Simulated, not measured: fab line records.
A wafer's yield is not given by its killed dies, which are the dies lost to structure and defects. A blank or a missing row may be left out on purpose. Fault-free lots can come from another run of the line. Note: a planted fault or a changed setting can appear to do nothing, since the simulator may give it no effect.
Split-lot study :: flow n5_finfet :: 21 wafers read from 7 lots, route of 1938 steps

== SPLIT DETAILS ==
At N5_BEOL_M11_TRENCH_ETCH_37 (etches SiCOH lowk in C4F6/O2, target depth 148.83 nm, time 48 s), the setting source_w was moved away from the recipe's 345 W on 8 of the 21 wafers read, by -15.5% to +13.0%. For the rest of the wafers, this setting stayed at what the recipe calls for.

== FROM THE SPLIT TO THE READING: what the file shows between them, 2 steps ==
- N5_BEOL_M11_ETCH_41: etches SiCN in CH3F/O2, target depth 42.6 nm, time 86 s
- N5_BEOL_M11_STRIP_77: strips in N2/H2, time 10 s

== THE READING ==
trench_depth_nm, in nm, at N5_BEOL_M11_OCD_MEAS_38. Typical for fault-free wafers on this fab line: 148.4 nm, with standard deviation 1.7 nm.

wafer: L078.2
tool, chamber at the split: rie_diel-03, 3
source_w as run, W: 320.2
against the recipe: -7.2%
trench_depth_nm, nm: 143.1
against lot-mates on the recipe: -6.8

wafer: L078.3
tool, chamber at the split: rie_diel-03, 2
source_w as run, W: 345
against the recipe: recipe
trench_depth_nm, nm: 149.9
against lot-mates on the recipe: -

wafer: L078.5
tool, chamber at the split: rie_diel-03, 2
source_w as run, W: 320.2
against the recipe: -7.2%
trench_depth_nm, nm: 145.6
against lot-mates on the recipe: -4.3

wafer: L081.1
tool, chamber at the split: rie_diel-03, 1
source_w as run, W: 378.2
against the recipe: +9.6%
trench_depth_nm, nm: 154.9
against lot-mates on the recipe: +7.3

wafer: L081.2
tool, chamber at the split: rie_diel-03, 0
source_w as run, W: 378.2
against the recipe: +9.6%
trench_depth_nm, nm: 155.6
against lot-mates on the recipe: +8.0

wafer: L081.4
tool, chamber at the split: rie_diel-03, 3
source_w as run, W: 345
against the recipe: recipe
trench_depth_nm, nm: 147.6
against lot-mates on the recipe: -

wafer: L084.1
tool, chamber at the split: rie_diel-03, 0
source_w as run, W: 345
against the recipe: recipe
trench_depth_nm, nm: 148.3
against lot-mates on the recipe: -

wafer: L084.3
tool, chamber at the split: rie_diel-03, 3
source_w as run, W: 345
against the recipe: recipe
trench_depth_nm, nm: 146.8
against lot-mates on the recipe: -

wafer: L084.6
tool, chamber at the split: rie_diel-03, 3
source_w as run, W: 345
against the recipe: recipe
trench_depth_nm, nm: 147.3
against lot-mates on the recipe: -

wafer: L090.1
tool, chamber at the split: rie_diel-01, 0
source_w as run, W: 345
against the recipe: recipe
trench_depth_nm, nm: 150.0
against lot-mates on the recipe: -

wafer: L090.3
tool, chamber at the split: rie_diel-01, 1
source_w as run, W: 291.5
against the recipe: -15.5%
trench_depth_nm, nm: 137.8
against lot-mates on the recipe: -12.2

wafer: L090.5
tool, chamber at the split: rie_diel-01, 2
source_w as run, W: 291.5
against the recipe: -15.5%
trench_depth_nm, nm: 138.0
against lot-mates on the recipe: -12.0

wafer: L087.1
tool, chamber at the split: rie_diel-06, 0
source_w as run, W: 345
against the recipe: recipe
trench_depth_nm, nm: 147.2
against lot-mates on the recipe: -

wafer: L087.3
tool, chamber at the split: rie_diel-06, 1
source_w as run, W: 345
against the recipe: recipe
trench_depth_nm, nm: 148.7
against lot-mates on the recipe: -

wafer: L087.4
tool, chamber at the split: rie_diel-06, 2
source_w as run, W: 345
against the recipe: recipe
trench_depth_nm, nm: 149.1
against lot-mates on the recipe: -

wafer: L094.3
tool, chamber at the split: rie_diel-03, 1
source_w as run, W: 389.7
against the recipe: +13.0%
trench_depth_nm, nm: 157.8
against lot-mates on the recipe: +7.5

wafer: L094.5
tool, chamber at the split: rie_diel-03, 2
source_w as run, W: 345
against the recipe: recipe
trench_depth_nm, nm: 150.3
against lot-mates on the recipe: -

wafer: L094.6
tool, chamber at the split: rie_diel-03, 1
source_w as run, W: 389.7
against the recipe: +13.0%
trench_depth_nm, nm: 158.0
against lot-mates on the recipe: +7.7

wafer: L089.1
tool, chamber at the split: rie_diel-06, 0
source_w as run, W: 345
against the recipe: recipe
trench_depth_nm, nm: 147.4
against lot-mates on the recipe: -

wafer: L089.2
tool, chamber at the split: rie_diel-06, 1
source_w as run, W: 345
against the recipe: recipe
trench_depth_nm, nm: 150.0
against lot-mates on the recipe: -

wafer: L089.3
tool, chamber at the split: rie_diel-06, 2
source_w as run, W: 345
against the recipe: recipe
trench_depth_nm, nm: 148.3
against lot-mates on the recipe: -

THE FIT
A straight line over all 21 wafers: trench_depth_nm changes by +0.689 nm for each +1% of source_w; r = +0.98; the points scatter about the line by 1.1 nm.
The same after taking each lot's own level away (the mean of its wafers on the recipe; 21 wafers): +0.723 nm for each +1%; r = +0.98; scatter 0.98 nm.
The reading moves by 11 nm for the largest change in source_w, on that fit.
Across the lots, their own levels run from 147.47 to 150.30 nm, a range of 1.7 times the standard deviation given above.
Hence the lot-to-lot level has little effect on the slope; both slopes agree.
Check: for one of the wafers moved furthest among these (-15.5%), held out of the fit, the line's prediction against its lot-mates is -11.2 nm. Against them it came out at -12.2 nm.
Tool readings at the split's step, against how far the setting was moved: rf_vpp_V r = -0.92.

== ADDITIONAL SPLITS CARRIED BY THESE WAFERS ==
Note: prior to the reading, these wafers also went through further splits. Each is held against what the fit with the lots' levels taken away leaves over:
other split on the same wafers: N5_BEOL_M10_VIA_ETCH_34 time_s
wafers away from the commonest value: 6
r with trench_depth_nm (lot level and that fit taken away): +0.20

other split on the same wafers: N5_BEOL_M10_TRENCH_ETCH_37 source_w
wafers away from the commonest value: 3
r with trench_depth_nm (lot level and that fit taken away): +0.31

other split on the same wafers: N5_BEOL_M11_PECVD_70 time_s
wafers away from the commonest value: 6
r with trench_depth_nm (lot level and that fit taken away): +0.12

other split on the same wafers: N5_BEOL_M11_COAT_60 spin_rpm
wafers away from the commonest value: 10
r with trench_depth_nm (lot level and that fit taken away): -0.22

== THE WHOLE CHAIN: every reading that the file lists as answering this split, in the file's order ==
step: N5_BEOL_M11_TRENCH_ETCH_37
what it does: etches SiCOH lowk in C4F6/O2, target depth 148.83 nm, time 48 s
reading: rf_vpp_V
change (the file's fit): -3.12 V for each +1% of the setting
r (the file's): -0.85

step: N5_BEOL_M11_TRENCH_ETCH_37
what it does: etches SiCOH lowk in C4F6/O2, target depth 148.83 nm, time 48 s
reading: BEOL_M11.feature_depth_nm (the simulator's own value, which no gauge read)
change (the file's fit): +0.727 nm for each +1% of the setting
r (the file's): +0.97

step: N5_BEOL_M11_TRENCH_ETCH_37
what it does: etches SiCOH lowk in C4F6/O2, target depth 148.83 nm, time 48 s
reading: etch.depth_nm (the simulator's own value, which no gauge read)
change (the file's fit): +0.727 nm for each +1% of the setting
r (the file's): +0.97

step: N5_BEOL_M11_OCD_MEAS_38
what it does: 
reading: trench_depth_nm
change (the file's fit): +0.724 nm for each +1% of the setting
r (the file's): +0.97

== THE FILE'S OWN FIT ==
trench_depth_nm changes by +0.724 nm for each +1% of source_w, r = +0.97.
